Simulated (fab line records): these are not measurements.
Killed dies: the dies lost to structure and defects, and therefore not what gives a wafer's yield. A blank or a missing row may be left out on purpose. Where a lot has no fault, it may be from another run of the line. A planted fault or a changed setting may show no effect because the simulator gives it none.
Struck lot and sound lot, side by side || flow nand harc || 15 out of 1302 route steps
Sound: these wafers, L125.3, L125.4, L125.6. Wafers struck: L118.1, L118.3, L118.4. Last of all comes the cause.
For every step that has rows: the tool of each side, followed by ch and its chambers, followed by its first start. Under that, the readings that differ: sound wafers || struck wafers || difference of the means || sigmas: that difference in standard deviations of wafers without a fault.
alike: readings with means less than 2 such deviations apart, plus words and numbers identical on both sides. not compared: withheld readings, readings lacking a value on some wafer, bounds such as >300 that could conceal the same value, and numbers that have no deviation in the record and whose values overlap.
Wherever a step has rows on one side only, a row that says differs or no value, or a row with sigmas, the two part there. Numbers that have no deviation but don't overlap get no sigmas and don't part them. A reading missing from all wafers of one side parts the sides only when that side holds two or more wafers.

first, 4 steps without rows for these wafers: NHARC_P_M0_EBR_05; NHARC_P_M0_EXPOSE_06 (exposes mask P M0, target cd 90 nm); NHARC_P_M0_PEB_07 (peb time 65 s); NHARC_P_M0_DEVELOP_08 (develop time 35 s).
NHARC_P_M0_CD_MEAS_09 targets a cd of 90 nm.
  sound on cd sem-02 ch 0, day 14 03:28; struck on cd sem-01 ch 0, day 10 22:37
  alike: cd nm
NHARC_P_M0_OVL_MEAS_10: pitch 180 nm.
  sound: overlay-01 at day 14 03:32; struck: overlay-02 at day 10 22:42
{"reading": "overlay x nm (nm)", "sound": "0.6 1.0 0.6", "struck": "-1.5 -1.1 -1.0", "difference": -1.9, "sigmas": -3}
{"reading": "overlay y nm (nm)", "sound": "0.1 0.2 0.5", "struck": "-1.2 -0.8 -1.2", "difference": -1.3, "sigmas": -2}
NHARC_P_M0_INSPECT_11:
  sound: defect inspect-02 at day 14 03:35; struck: defect inspect-01 at day 10 22:44
  alike: raw defect count
NHARC_P_M0_DESCUM_14: chemistry O2, time 3 s.
  sound on rie diel-07 ch 0,1,3, day 14 03:39; struck on rie diel-01 ch 0,2,3, day 10 22:48
  alike: drypump motor current A, oes product au, rf vpp V, showerhead plenum p Torr, throttle valve pct
  not compared: rf hours counter h
NHARC_P_M0_ETCH_34: etches the open film in N2/H2, target depth 40 nm, overetch 12 nm, time 43.94 s.
  sound on rie diel-07 ch 2,3, day 14 03:43; struck on rie diel-01 ch 0,1,3, day 10 22:53
  alike: drypump motor current A, oes product au, rf vpp V, showerhead plenum p Torr, throttle valve pct
  not compared: rf hours counter h
NHARC_P_M0_ETCH_15: etches the open film in C4F8/Ar, target depth 150 nm, overetch 15 nm, time 82.5 s.
  sound on rie diel-07 ch 0,1,2; struck on rie diel-01 ch 1,2,3
  alike: oes product au, rf vpp V
  not compared: rf hours counter h
NHARC_P_M0_CD_MEAS_16:
  sound: cd sem-03 at day 14 03:56; struck: cd sem-02 at day 10 23:06
  alike: cd nm
NHARC_P_M0_STRIP_18: strips in N2/H2.
  sound on rie diel-07 ch 0,1,2, day 14 04:02; struck on rie diel-07 ch 1,2,3, day 10 23:10
  alike: chamber pressure mTorr, drypump motor current A, oes product au, rf vpp V, showerhead plenum p Torr, throttle valve pct
  not compared: rf hours counter h
NHARC_P_M0_STRIP_19: strips in post etch residue remover, time 600 s.
  sound on wet bench-01 ch 2,3,6, day 14 04:17; struck on wet bench-01 ch 1,6,7, day 10 23:26
  no value came back on the struck wafers for bath heat duty pct (%), run length s (s); on the sound wafers bath heat duty pct (%) reads 11.7 10.3 14.1
NHARC_P_M0_DEGAS_28: time 60 s.
  sound: pvd sputter-03 at day 14 04:34; struck: pvd sputter-02 at day 10 23:43
  alike: heater power w
-- break in the record here, with 18 days between the starts of the struck wafers on either side (left off in module P_M0, picked up again in module END, where the first step shown is number 1302 on the route) --
NHARC_END_SORT_01:
  sound on prober-01 ch 0, day 32 06:17; struck on prober-02 ch 0, day 29 05:37
  alike: defect limited yield, killed at array, killed at other, killed at periphery, killed dies, killed open, killed short

## WHERE THEY PART
Earliest at NHARC_P_M0_OVL_MEAS_10; latest, in this record, at NHARC_P_M0_STRIP_19. Later steps at which nothing parts them and some readings are alike: NHARC_P_M0_DEGAS_28, NHARC_END_SORT_01.

WHY: whatever the simulator had introduced
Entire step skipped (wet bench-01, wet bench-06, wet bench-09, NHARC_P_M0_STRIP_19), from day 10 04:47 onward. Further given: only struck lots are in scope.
